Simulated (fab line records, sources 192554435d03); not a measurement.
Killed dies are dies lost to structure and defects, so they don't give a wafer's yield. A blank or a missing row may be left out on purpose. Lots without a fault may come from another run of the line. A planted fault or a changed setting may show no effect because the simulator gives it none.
fab line records | flow n5_finfet
record lots=6 wafers=16 last_day=17
route steps=1938 shown HKMG_FIN@449 GATE_CUT@465 BEOL_M4@1111 PASSIVATION@1936
lots that met no fault: from a run of the same line without faults
start_h: hours from the record's first day to the start of the lot's first wafer shown | wait_h: hours since the lot's step before | " the same as in the row above | L1.1+2: a row that stands for several wafers | - no value, or no start given | * or withheld: withheld | < > ~ a bound
route shown NAME@n: a module of which the file shows steps, and the number in the route of the first | usual: mean/standard deviation of fault-free wafers | same: alike in all rows | chamber/n: place in a boat | sites: the reading at each site | _std_site: their standard deviation | _edge_site: outer sites' mean less inner sites' | radius_mm: how far each site lies from the wafer's centre | mask NAME#n: copy n | behind: the tool/chamber that last shaped the wafer | hold: why the lot was held/for how many hours/how that ended | device: the transistor (n, p or np) that didn't switch | end of line: the same wafers' tests at the end of the route | a step without rows: its recipe alone | killed: dies lost to structure and defects at the first sort, not the wafer's yield | map: a wafer's dies, x killed, . not, _ none there
set.NAME: the setting as run; set.NAME@STEP: as run at that earlier step | model.NAME: the simulator's own value behind a step, which no gauge read
lots at some steps of the route; a table a step, a row a wafer
services: from which hour (start_h, from the record's first day; less than 0 if before it) a tool's chamber was out of use, for how many hours, and why
## steps
# step N5_HKMG_FIN_ALD_71
# recipe material=TiN target_thk_a=10 temp_c=400 ald_precursor_family=TiCl4 ald_co_reactant=NH3 pulse_time_s=1 purge_time_s=3 co_reactant_purge_time_s=2 co_reactant_pulse_time_s=2 ald_cycles=47 pressure_torr=3
# usual heater_power_w=870/88 precursor_pulse_height_rel=0.997/0.018
# columns lot.wafer tool chamber start_h wait_h heater_power_w precursor_pulse_height_rel
L231.2 ald_metal-03 0 104.01 0.0 825 1.003
L231.3 " 3 " " 942 1.002
L231.4 " 1 " " 860 1.013
L233.1 ald_metal-02 2 113.84 0.0 955 1.028
L233.2 " 1 " " 730 0.993
L233.5 " 1 " " 757 0.993
L235.1 ald_metal-02 2 124.33 0.0 932 0.968
L235.4 " 1 " " 727 0.992
L235.5 " 3 " " 848 0.999
L237.2 ald_metal-04 2 140.98 0.0 880 1.015
L237.4 " 1 " " 807 1.010
L237.6 " 3 " " 755 1.021
L247.2 ald_metal-04 1 197.30 0.0 792 1.011
L247.6 " 1 " " 785 0.977
L249.1 ald_metal-03 3 213.71 0.0 935 0.976
L249.2 " 2 " " 841 1.016
# step N5_HKMG_FIN_COAT_66
# recipe resist=SOC temp_c=250 time_s=60 spin_rpm=1500 resist_thk_nm=300
# step N5_HKMG_FIN_ETCH_67
# recipe chemistry=N2/H2 target=SOC target_depth_a=3889 stop_on=TiN ion_energy_ev=100 bias_w=61 pressure_mtorr=30 source_w=850 n2_flow_sccm=200 h2_flow_sccm=200
# step N5_HKMG_FIN_STRIP_90
# recipe chemistry=N2/H2 material=SOC time_s=20 power_w=500 temp_c=40 pressure_mtorr=50 rf_frequency_hz=6e+07 bias_power_w=8 h2_frac=0.5 n2_flow_sccm=300 h2_flow_sccm=300
# usual drypump_motor_current_A=5.6/0.53 oes_product_au=0.79/0.089 rf_vpp_V=54.2/0.87 showerhead_plenum_p_Torr=3.37/0.11 temp_c=40.00/0.12 throttle_valve_pct=18.8/0.37
# same time_s=20
# columns lot.wafer tool chamber start_h wait_h drypump_motor_current_A oes_product_au rf_hours_counter_h rf_vpp_V showerhead_plenum_p_Torr temp_c throttle_valve_pct
L231.2 rie_diel-05 0 104.44 0.0 5.3 0.83 74 54.1 3.27 40.02 19.0
L231.3 " 1 " " 4.9 0.70 242 54.5 3.30 39.89 18.5
L231.4 " 3 " " 5.4 0.70 214 55.0 3.34 39.90 19.1
L233.1 rie_diel-02 3 114.24 0.0 5.8 0.83 87 54.5 3.40 40.07 19.0
L233.2 " 0 " " 5.7 0.88 47 52.6 3.27 40.04 18.2
L233.5 " 0 " " 5.7 0.88 - 55.2 3.27 39.94 18.3
L235.1 rie_diel-06 3 124.73 0.0 6.6 0.71 197 56.3 3.45 39.91 19.0
L235.4 " 2 " " 6.5 0.73 219 54.3 3.18 39.92 19.4
L235.5 " 0 " " 5.0 0.92 - 54.9 3.57 39.91 18.4
L237.2 rie_diel-05 0 141.55 0.0 5.3 0.80 88 54.5 3.26 40.08 19.1
L237.4 " 3 " " 5.4 0.69 - 53.6 3.33 39.96 19.1
L237.6 " 2 " " 5.6 0.80 - 54.5 3.39 39.70 18.8
L247.2 rie_diel-02 1 197.79 0.0 6.1 0.70 220 54.2 3.46 40.02 19.3
L247.6 " 1 " " 6.0 0.70 - 54.9 3.46 39.83 19.3
L249.1 rie_diel-05 1 214.13 0.0 4.9 0.89 31 54.1 3.28 39.82 18.2
L249.2 " 0 " " 5.3 0.76 120 53.2 3.25 40.18 19.1
# step N5_HKMG_FIN_WET_ETCH_73
# recipe chemistry=SC1 mix=1:2:40 temp_c=50 time_s=42.3 target_depth_nm=1.3 dry=ipa_marangoni rinse_time_s=30 rinse_temp_c=23
# step N5_HKMG_FIN_ETCHBACK_68
# recipe chemistry=Cl2/Ar stop_on=HfO2 target_depth_a=5 pressure_mtorr=10 icp_w=600 bias_w=60 Cl2_flow_sccm=40 Ar_flow_sccm=60
# usual drypump_motor_current_A=5.7/0.73 oes_product_au=0.72/0.11 throttle_valve_pct=20.73/0.22
# columns lot.wafer tool chamber start_h wait_h drypump_motor_current_A oes_product_au rf_hours_counter_h throttle_valve_pct
L231.2 rie_metal-02 0 104.64 0.1 5.5 0.61 - 20.80
L231.3 " 0 " " 5.5 0.61 - 20.78
L231.4 " 0 " " 5.5 0.61 - 20.80
L233.1 rie_metal-03 1 114.40 0.0 6.8 0.79 38 20.74
L233.2 " 0 " " 5.1 0.65 106 20.53
L233.5 " 0 " " 5.0 0.64 - 20.54
L235.1 rie_metal-03 1 124.89 0.0 6.7 0.79 39 20.75
L235.4 " 0 " " 5.1 0.64 - 20.53
L235.5 " 1 " " 6.8 0.80 - 20.74
L237.2 rie_metal-03 0 141.71 0.0 5.1 0.63 108 20.53
L237.4 " 1 " " 6.7 0.78 - 20.75
L237.6 " 1 " " 6.8 0.79 - 20.76
L247.2 rie_metal-03 0 197.95 0.0 5.0 0.63 114 20.55
L247.6 " 1 " " 6.8 0.78 - 20.76
L249.1 rie_metal-02 1 214.30 0.0 5.2 0.91 7 20.48
L249.2 " 1 " " 5.2 0.91 - 20.47
# step N5_HKMG_FIN_STRIP_69
# recipe chemistry=N2/H2 power_w=2500 temp_c=300 h2_frac=0.65 time_s=360 pressure_mtorr=withheld n2_flow_sccm=1750 h2_flow_sccm=3250
# step N5_HKMG_FIN_ALD_21
# recipe material=TiN target_thk_a=15 temp_c=400 ald_precursor_family=TiCl4 ald_co_reactant=NH3 pulse_time_s=1 purge_time_s=3 co_reactant_purge_time_s=2 co_reactant_pulse_time_s=2 ald_cycles=68 pressure_torr=3
# step N5_HKMG_FIN_ALD_72
# recipe material=W target_thk_a=20 temp_c=300 pressure_torr=7.5 ald_precursor_family=WF6 ald_co_reactant=B2H6 pulse_time_s=1 purge_time_s=2 co_reactant_purge_time_s=2 co_reactant_pulse_time_s=3 ald_cycles=7
# step N5_HKMG_FIN_W_FILL_22
# recipe material=W target_thk_a=600 temp_c=400 pressure_torr=39.4 time_s=18.2
# step N5_HKMG_FIN_PRECLEAN_83
# recipe chemistry=DIW time_s=57.5 temp_c=23
# step N5_HKMG_FIN_SRD_84
# recipe dry_time_s=32 dry=n2_spin spin_rpm=1500
# step N5_HKMG_FIN_CMP_23
# recipe stop_on=SiNx t_overpolish_s=10 post_cmp_clean=rinse_only down_force_psi=4 platen_rpm=50.289 pad_velocity_m_s=1.0006 target_thk_nm=46.326
# usual edge_zone_pressure_frac=1.000/0.0046 motor_current_A=11.8/1.1 overpolish_run_s=10.000/0.0098 slurry_filter_dp_kPa=13.49/0.13 time_to_endpoint_s=11.8/2.9
# columns lot.wafer tool chamber start_h wait_h edge_zone_pressure_frac motor_current_A overpolish_run_s slurry_filter_dp_kPa time_to_endpoint_s model.W_of_HKMG_FIN_W_FILL_22.thk_nm model.SiNx_of_SDB_ALD_29.thk_nm
L231.2 cmp-04 2 105.79 0.0 0.994 11.2 10.010 13.52 10.0 46.4 28.8
L231.4 " 3 " " 1.001 11.5 9.996 13.42 16.5 48.4 28.8
L231.3 " 1 " " 0.993 11.3 9.995 13.43 8.4 44.8 28.8
L233.1 cmp-04 1 115.55 0.1 0.997 11.5 10.000 13.44 8.4 44.8 28.8
L233.2 " 0 " " 1.002 12.6 9.990 13.47 9.1 43.8 28.6
L233.5 " 2 " " 0.997 10.6 10.002 13.49 9.8 45.4 28.6
L235.4 cmp-01 3 126.11 0.2 0.991 13.9 10.000 13.49 14.8 47.6 28.8
L235.1 " 0 " " 0.997 10.7 9.990 13.52 14.0 46.6 28.6
L235.5 " 2 " " 1.001 11.3 9.993 13.35 14.1 48 28.6
L237.4 cmp-01 1 142.77 0.0 0.996 10.2 10.004 13.42 14.5 47.4 28.8
L237.2 " 3 " " 0.998 14.1 9.999 13.42 16.4 46.4 28.8
L237.6 " 2 " " 1.001 11.1 10.002 13.72 15.4 46.8 28.6
L247.2 cmp-04 0 199.19 0.2 1.003 11.8 10.007 13.47 6.2 44.4 28.4
L247.6 " 0 " " 0.994 12.9 10.015 13.45 9.7 46 28.8
L249.1 cmp-04 0 215.64 0.2 1.001 12.8 9.997 13.77 2.4 43 28.4
L249.2 " 1 " " 1.006 11.8 9.986 13.31 3.1 42 28.4
# step N5_HKMG_FIN_CMP_94
# recipe stop_on=SiNx post_cmp_clean=w_dilute_nh4oh t_overpolish_s=4.7 down_force_psi=4 platen_rpm=50.289 pad_velocity_m_s=1.0006 target_thk_nm=43.299
# usual edge_zone_pressure_frac=0.999/0.0052 motor_current_A=11.8/1 slurry_filter_dp_kPa=13.49/0.14
# columns lot.wafer tool chamber start_h wait_h edge_zone_pressure_frac motor_current_A slurry_filter_dp_kPa
L231.2 cmp-04 2 106.27 0.4 1.003 11.2 13.53
L231.4 " 3 " " 1.003 12.1 13.66
L231.3 " 1 " " 1.001 11.3 13.42
L233.1 cmp-04 1 116.03 0.4 0.995 12.0 13.48
L233.2 " 0 " " 1.002 12.7 13.60
L233.5 " 2 " " 1.007 11.6 13.43
L235.4 cmp-01 3 126.49 0.3 1.007 14.3 13.60
L235.1 " 0 " " 1.006 10.8 13.66
L235.5 " 2 " " 1.008 11.3 13.55
L237.4 cmp-01 1 143.25 0.4 0.995 10.7 13.55
L237.2 " 3 " " 1.004 13.4 13.62
L237.6 " 2 " " 0.998 11.1 13.36
L247.2 cmp-04 0 199.67 0.4 0.998 12.4 13.40
L247.6 " 0 " " 0.996 12.5 13.54
L249.1 cmp-04 0 216.02 0.3 0.998 12.7 13.35
L249.2 " 1 " " 0.994 11.8 13.46
# step N5_HKMG_FIN_INSPECT_28
# recipe inspect_instrument=darkfield mode=post_cmp
# usual raw_defect_count=41/20
# columns lot.wafer tool chamber start_h wait_h raw_defect_count
L231.2 defect_inspect-01 - 106.50 0.0 32
L231.3 " - " " 17
L231.4 " - " " 10
L233.1 defect_inspect-01 - 116.26 0.0 53
L233.2 " - " " 77
L233.5 " - " " 44
L235.1 defect_inspect-02 - 126.66 0.0 90
L235.4 " - " " 50
L235.5 " - " " 46
L237.2 defect_inspect-02 - 143.48 0.0 61
L237.4 " - " " 52
L237.6 " - " " 42
L247.2 defect_inspect-01 - 199.90 0.0 37
L247.6 " - " " 32
L249.1 defect_inspect-01 - 216.19 0.0 27
L249.2 " - " " 17
# step N5_GATE_CUT_ETCHBACK_00
# recipe chemistry=SF6/Cl2 target=W pressure_mtorr=8 icp_w=900 bias_w=80 SF6_flow_sccm=40 Cl2_flow_sccm=60
# step N5_GATE_CUT_ETCH_56
# recipe chemistry=Cl2/Ar target=TiN target_depth_a=216 pressure_mtorr=10 icp_w=600 bias_w=60 Cl2_flow_sccm=40 Ar_flow_sccm=60
# usual drypump_motor_current_A=5.7/0.7 oes_product_au=0.74/0.13 throttle_valve_pct=20.79/0.26
# columns lot.wafer tool chamber start_h wait_h drypump_motor_current_A oes_product_au rf_hours_counter_h throttle_valve_pct
L231.2 rie_metal-01 0 106.65 0.1 5.1 0.63 114 21.19
L231.3 " 0 " " 5.1 0.63 - 21.18
L231.4 " 1 " " 6.5 0.82 - 21.00
L233.1 rie_metal-02 0 116.41 0.1 5.5 0.62 122 20.77
L233.2 " 1 " " 5.2 1.00 0 20.44
L233.5 " 1 " " 5.2 1.02 - 20.44
L235.1 rie_metal-03 1 126.81 0.1 6.8 0.80 39 20.75
L235.4 " 1 " " 6.8 0.80 - 20.73
L235.5 " 0 " " 5.1 0.64 - 20.53
L237.2 rie_metal-03 0 143.64 0.1 5.1 0.64 108 20.54
L237.4 " 0 " " 5.1 0.64 - 20.54
L237.6 " 1 " " 6.8 0.80 - 20.75
L247.2 rie_metal-03 0 200.06 0.1 5.1 0.63 114 20.56
L247.6 " 0 " " 5.0 0.63 - 20.56
L249.1 rie_metal-01 0 216.35 0.1 5.1 0.61 126 21.22
L249.2 " 1 " " 6.5 0.78 45 21.04
# step N5_GATE_CUT_ETCHBACK_30
# recipe chemistry=Cl2/Ar target=TiN target_depth_a=30 mode=isotropic pressure_mtorr=10 icp_w=600 bias_w=60 Cl2_flow_sccm=40 Ar_flow_sccm=60
# usual drypump_motor_current_A=5.7/0.7 oes_product_au=0.74/0.13 throttle_valve_pct=20.79/0.26
# columns lot.wafer tool chamber start_h wait_h drypump_motor_current_A oes_product_au rf_hours_counter_h throttle_valve_pct model.SiNx_of_SDB_ALD_29.thk_nm
L231.2 rie_metal-01 0 106.74 0.1 5.1 0.63 115 21.18 27.2
L231.3 " 0 " " 5.1 0.62 - 21.18 27.2
L231.4 " 1 " " 6.5 0.82 - 21.01 27.2
L233.1 rie_metal-02 0 116.50 0.1 5.5 0.61 122 20.79 27.2
L233.2 " 1 " " 5.2 1.01 0 20.43 27
L233.5 " 1 " " 5.2 1.01 - 20.43 27
L235.1 rie_metal-03 1 126.90 0.1 6.8 0.80 39 20.74 27
L235.4 " 1 " " 6.8 0.80 - 20.73 27.2
L235.5 " 0 " " 5.0 0.64 - 20.54 27
L237.2 rie_metal-03 0 143.73 0.1 5.1 0.64 108 20.53 27.4
L237.4 " 0 " " 5.1 0.64 - 20.54 27.2
L237.6 " 1 " " 6.7 0.80 - 20.74 27
L247.2 rie_metal-03 0 200.15 0.1 5.1 0.62 114 20.56 27
L247.6 " 0 " " 5.0 0.63 - 20.57 27.2
L249.1 rie_metal-01 0 216.44 0.1 5.1 0.61 126 21.23 26.8
L249.2 " 1 " " 6.6 0.78 45 21.05 26.8
# step N5_GATE_CUT_VAPOR_ETCH_60
# recipe chemistry=BCl3/Cl2 target=HfO2 mode=isotropic
# step N5_BEOL_M4_RC_MEAS_101
# usual DIBL_N=36.5/1.4 DIBL_P=36.6/1.9 IOFF_N=0.167/0.029 IOFF_P=0.21/0.033 ION_N=674/12 ION_P=460/8.9 SS_N=71.6/0.57 SS_P=73.4/0.61 VT_N=249/3.3 VT_P=-250/3.3
# columns lot.wafer tool chamber start_h wait_h DIBL_N[mV/V] DIBL_P[mV/V] IOFF_N[nA/um] IOFF_P[nA/um] ION_N[uA/um] ION_P[uA/um] SS_N[mV/dec] SS_P[mV/dec] VT_N[mV] VT_P[mV]
L231.2 prober-02 0 195.42 0.2 35.0 33.0 0.131 0.19 672 462 71.1 72.6 252 -250
L231.3 " 0 " " 36.2 33.4 0.149 0.20 666 459 71.5 72.4 252 -249
L231.4 " 0 " " 37.0 34.7 0.172 0.22 667 463 71.5 72.8 244 -248
L233.1 prober-01 0 203.76 0.0 35.0 35.7 0.160 0.21 663 453 71.6 73.3 248 -248
L233.2 " 0 " " 36.1 36.4 0.167 0.21 683 464 72.5 74.3 251 -254
L233.5 " 0 " " 35.1 35.9 0.159 0.21 660 450 72.1 73.7 250 -251
L235.1 prober-02 0 210.20 0.0 37.9 38.3 0.204 0.24 688 470 72.7 73.8 243 -248
L235.4 " 0 " " 34.2 34.0 0.130 0.18 657 453 71.4 72.8 251 -252
L235.5 " 0 " " 35.3 35.6 0.145 0.19 667 459 71.3 73.5 251 -251
L237.2 prober-02 0 226.41 0.2 37.5 38.8 0.177 0.20 677 454 71.9 73.4 249 -252
L237.4 " 0 " " 37.6 39.1 0.172 0.20 671 453 71.9 73.3 250 -253
L237.6 " 0 " " 37.1 38.3 0.155 0.18 677 451 72.5 73.8 252 -253
L247.2 prober-02 0 289.73 0.2 34.5 34.1 0.130 0.17 665 452 71.2 73.4 254 -255
L247.6 " 0 " " 34.6 33.9 0.125 0.17 663 449 71.4 73.2 257 -255
L249.1 prober-01 0 303.83 0.0 37.6 37.8 0.151 0.24 656 458 71.9 73.3 253 -248
L249.2 " 0 " " 35.9 35.2 0.134 0.19 668 460 71.3 72.1 253 -251
# step N5_PASSIVATION_PROBE_49
# usual defect_limited_yield=91.2/1.6 killed_at_M0_to_M3=34/11 killed_at_M4_up=14/5.7 killed_at_contacts=14/6.6 killed_at_front_end=37/10 killed_at_other=4/3.2 killed_dies=104/19 killed_on_rim=14/4.1 killed_open=69/13 killed_short=33/8.7 sort_bin_5_function=5.1/1 sort_bin_6_memory=3.3/0.76 sort_n_pass=1076/19 sort_yield_pct=91.2/1.6
# same gross_dies=1180 killed_at_back_side=0 sort_bin_4_leakage[%]=0 sort_bin_8_speed[%]=0
# columns lot.wafer tool chamber start_h wait_h defect_limited_yield[%] killed_at_M0_to_M3 killed_at_M4_up killed_at_contacts killed_at_front_end killed_at_other killed_dies killed_on_rim killed_open killed_short sort_bin_5_function[%] sort_bin_6_memory[%] sort_n_pass sort_yield_pct[%]
L231.2 prober-02 - 291.58 0.1 93.6 30 14 8 22 1 75 7 50 24 3.8 2.5 1105 93.6
L231.3 prober-02 - 291.63 0.1 92.6 29 14 19 23 2 87 12 62 25 4.4 2.5 1093 92.6
L231.4 prober-02 - 291.68 0.2 93.6 28 4 10 32 2 76 9 49 27 3.9 2.4 1104 93.6
L233.1 prober-01 - 297.39 0.0 93.1 27 7 18 26 4 82 7 61 21 3.6 3.1 1098 93.1
L233.2 prober-01 - 297.44 0.1 91.6 23 8 13 44 11 99 15 67 32 5.0 3.1 1081 91.6
L233.5 prober-01 - 297.59 0.2 91.1 27 12 25 35 6 105 15 72 33 5.7 3.2 1075 91.1
L235.1 prober-02 - 308.69 0.0 92.8 31 16 11 23 4 85 8 55 29 3.9 3.1 1095 92.8
L235.4 prober-02 - 308.84 0.2 92.7 33 10 15 26 2 86 14 63 22 4.7 2.6 1094 92.7
L235.5 prober-02 - 308.89 0.2 93.6 27 7 17 20 4 75 14 52 20 3.9 2.3 1105 93.6
L237.2 prober-01 - 326.32 0.1 92.0 32 13 17 29 3 94 12 63 28 3.8 4.0 1086 92.0
L237.4 prober-01 - 326.42 0.2 88.1 36 19 14 58 14 141 13 94 45 6.7 5.3 1039 88.1
L237.6 prober-01 - 326.52 0.3 90.4 37 12 17 41 6 113 16 71 42 5.4 3.6 1067 90.4
# killed by level:class
L231.2 MOL_CONTACT_COAG:geometric_particle:open=6 BEOL_M0_SAQP:geometric_particle:open=6 BEOL_M2:geometric_particle:open=6 BEOL_M1:geometric_particle:open=5 STARTING-WAFER:geometric_particle:open=5 GATE_CUT:geometric_particle:short=4 BEOL_M0_SAQP:geometric_particle:short=4 BEOL_M3:geometric_particle:open=4
L231.3 MOL_CONTACT_COAG:geometric_particle:open=19 BEOL_M0_SAQP:geometric_particle:short=9 STI_FIN_REVEAL:geometric_particle:open=6 BEOL_M3:geometric_particle:open=6 BEOL_M0:geometric_particle:open=5 FIN_SAQP:geometric_particle:short=4 BEOL_M4:geometric_particle:open=4 FIN_SAQP:geometric_particle:open=3
L231.4 STI_FIN_REVEAL:geometric_particle:open=8 MOL_CONTACT_COAG:geometric_particle:open=8 BEOL_M1:geometric_particle:open=8 FIN_SAQP:geometric_particle:short=6 BEOL_M0_SAQP:geometric_particle:short=5 BEOL_M0:geometric_particle:open=5 GATE_CUT:geometric_particle:short=4 BEOL_M0:geometric_particle:short=4
L233.1 MOL_CONTACT_COAG:geometric_particle:open=16 BEOL_M3:geometric_particle:open=10 STI_FIN_REVEAL:geometric_particle:open=7 FIN_SAQP:geometric_particle:open=6 BEOL_M0_SAQP:geometric_particle:open=3 BEOL_M1:geometric_particle:short=3 BEOL_M1:geometric_particle:open=3 FIN_SAQP:geometric_particle:short=2
L233.2 MOL_CONTACT_COAG:geometric_particle:open=11 FIN_SAQP:geometric_particle:open=9 GATE_CUT:geometric_particle:short=9 BEOL_M1:geometric_particle:open=7 STI_FIN_REVEAL:geometric_particle:open=6 STARTING-WAFER:geometric_particle:open=6 PASS1_CAP:geometric_particle:short=5 GATE_CUT:geometric_particle:open=4
L233.5 MOL_CONTACT_COAG:geometric_particle:open=18 STI_FIN_REVEAL:geometric_particle:open=13 BEOL_M1:geometric_particle:open=10 BEOL_M4:geometric_particle:open=8 MOL_CONTACT_COAG:geometric_particle:short=7 BEOL_M3:geometric_particle:open=6 FIN_SAQP:geometric_particle:short=4 FIN_SAQP:geometric_particle:open=3
L235.1 MOL_CONTACT_COAG:geometric_particle:open=8 BEOL_M4:geometric_particle:open=8 BEOL_M0_SAQP:geometric_particle:short=7 BEOL_M0_SAQP:geometric_particle:open=6 BEOL_M1:geometric_particle:open=5 BEOL_M2:geometric_particle:open=5 STARTING-WAFER:geometric_particle:short=5 FIN_SAQP:geometric_particle:short=3
L235.4 MOL_CONTACT_COAG:geometric_particle:open=15 BEOL_M1:geometric_particle:open=9 BEOL_M0_SAQP:geometric_particle:open=6 BEOL_M2:geometric_particle:open=5 BEOL_M3:geometric_particle:open=5 STI_FIN_REVEAL:geometric_particle:short=4 GATE_CUT:geometric_particle:short=4 GATE_CUT:geometric_particle:open=4
L235.5 MOL_CONTACT_COAG:geometric_particle:open=15 DUMMY_GATE:geometric_particle:open=6 BEOL_M1:geometric_particle:open=6 BEOL_M0_SAQP:geometric_particle:short=4 BEOL_M2:geometric_particle:open=4 BEOL_M3:geometric_particle:open=4 GATE_CUT:geometric_particle:open=3 BEOL_M0_SAQP:geometric_particle:open=3
L237.2 MOL_CONTACT_COAG:geometric_particle:open=15 BEOL_M0_SAQP:geometric_particle:open=9 BEOL_M0_SAQP:geometric_particle:short=8 FIN_SAQP:geometric_particle:open=7 BEOL_M4:geometric_particle:open=7 BEOL_M1:geometric_particle:short=5 DUMMY_GATE:geometric_particle:open=5 FIN_SAQP:geometric_particle:short=4
L237.4 FIN_SAQP:geometric_particle:open=16 BEOL_M2:geometric_particle:open=14 GATE_CUT:geometric_particle:short=12 MOL_CONTACT_COAG:geometric_particle:open=12 BEOL_M0_SAQP:geometric_particle:open=8 BEOL_M0_SAQP:geometric_particle:short=8 BEOL_M4:geometric_particle:open=8 PAD_METAL:geometric_particle:open=7
L237.6 BEOL_M2:geometric_particle:open=13 MOL_CONTACT_COAG:geometric_particle:open=13 FIN_SAQP:geometric_particle:open=9 FIN_SAQP:geometric_particle:short=7 BEOL_M0_SAQP:geometric_particle:short=7 GATE_CUT:geometric_particle:short=6 BEOL_M4:geometric_particle:open=5 BEOL_M4:geometric_particle:short=5
## services
# columns tool chamber start_h hours kind
ald_metal-04 - 80.09 1.7 repair
ald_metal-03 - 84.32 6.0 pm
rie_diel-02 1 87.10 2.7 repair
rie_metal-02 1 92.61 - clean
rie_metal-02 1 92.61 21.5 scheduled_down
cmp-04 - 111.77 0.6 repair
cmp-04 - 116.44 4.0 pm
rie_metal-01 - 117.70 2.8 pm
cmp-04 - 120.44 - consumable_replace:conditioner
cmp-04 - 120.44 - consumable_replace:pad
rie_diel-02 0 122.41 2.5 repair
cmp-04 - 124.14 4.6 pm
ald_metal-04 0 133.45 46.5 repair
ald_metal-04 - 149.32 0.6 repair
rie_metal-03 - 150.55 2.5 repair
rie_diel-02 0 151.41 1.6 repair
ald_metal-02 3 159.83 23.7 repair
rie_metal-03 1 166.83 4.3 repair
rie_diel-06 2 168.37 33.9 repair
cmp-01 - 179.60 0.8 repair
cmp-04 - 190.60 2.6 repair
rie_diel-06 - 195.13 28.1 pm
cmp-01 - 197.94 6.9 pm
ald_metal-02 3 213.92 3.1 repair
## key
first_sign none at tools or gauges
model_effect step=N5_HKMG_FIN_CMP_23 value=W_of_HKMG_FIN_W_FILL_22.thk_nm without=45.13 struck=43.13
model_effect step=N5_GATE_CUT_ETCHBACK_30 value=SiNx_of_SDB_ALD_29.thk_nm without=27.2 struck=26.87
met_at N5_HKMG_FIN_CMP_23
struck_wafers L247.2,L249.1,L249.2
onset_between 115.55 199.19
fault kind=process_parameter_drift tool=cmp-04 chamber=- onset_h=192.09 steps=N5_HKMG_FIN_CMP_23 channel=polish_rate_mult offset=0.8 shape=step end_h=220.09 scope=struck_wafers_only
